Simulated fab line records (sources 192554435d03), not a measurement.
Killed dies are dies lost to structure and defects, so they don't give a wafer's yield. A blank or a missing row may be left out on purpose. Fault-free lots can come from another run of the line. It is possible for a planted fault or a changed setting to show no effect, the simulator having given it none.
Chamber matching + flow n5 finfet + N5_MOL_CONTACT_COAG_STRIP_98 on rie diel-01 has 4 sister chambers
The step strips in N2/H2. 7 wafers are shown with their chamber, then 12 later ones without.

## WAFERS WITH THEIR CHAMBER
| wafer  | chamber | throttle valve pct (%) | showerhead plenum p Torr (Torr) |
|--------|---------|------------------------|---------------------------------|
| L080.5 | 3       | 18.7                   | 3.30                            |
| L081.2 | 2       | 19.4                   | 3.50                            |
| L084.4 | 0       | 19.7                   | 3.30                            |
| L084.5 | 2       | 19.5                   | 3.49                            |
| L085.2 | 1       | 18.4                   | 3.38                            |
| L085.5 | 1       | 18.4                   | 3.38                            |
| L085.6 | 0       | 19.6                   | 3.30                            |

## WAFERS WHOSE CHAMBER IS MISSING
| wafer  | throttle valve pct (%) | showerhead plenum p Torr (Torr) |
|--------|------------------------|---------------------------------|
| L087.3 | 19.5                   | 3.49                            |
| L087.5 | 19.6                   | 3.30                            |
| L087.6 | 18.2                   | 3.30                            |
| L089.1 | 19.7                   | 3.30                            |
| L089.4 | 18.4                   | 3.38                            |
| L089.6 | 19.7                   | 3.29                            |
| L095.3 | 19.5                   | 3.48                            |
| L095.5 | 18.5                   | 3.38                            |
| L095.6 | 19.7                   | 3.29                            |
| L096.1 | 19.5                   | 3.48                            |
| L096.3 | 18.4                   | 3.37                            |
| L096.5 | 19.5                   | 3.48                            |

## EACH ONE'S CHAMBER
| wafer  | from the rows above | in truth |
|--------|---------------------|----------|
| L087.3 | 2                   | 2        |
| L087.5 | 0                   | 0        |
| L087.6 | 3                   | 3        |
| L089.1 | 0                   | 0        |
| L089.4 | 1                   | 1        |
| L089.6 | 0                   | 0        |
| L095.3 | 2                   | 2        |
| L095.5 | 1                   | 1        |
| L095.6 | 0                   | 0        |
| L096.1 | 2                   | 2        |
| L096.3 | 1                   | 1        |
| L096.5 | 2                   | 2        |
Correctly placed: 12 of 12. Number that these rows cannot place: 0. Wrongly placed: 0.
How it was worked out, from the rows above alone: a wafer's distance from a chamber is the root of the sum, over the readings, of the square of ((its reading less the chamber's mean) divided by the reading's scatter). If the next closest chamber is less than 2 further off than the closest, the wafer can't be placed; otherwise it belongs to the closest. For every chamber, the mean is computed from those of its wafers that are shown. The scatter: the root of (the sum of the squares of (reading less its chamber's mean) over the shown wafers, divided by (wafers less chambers)).
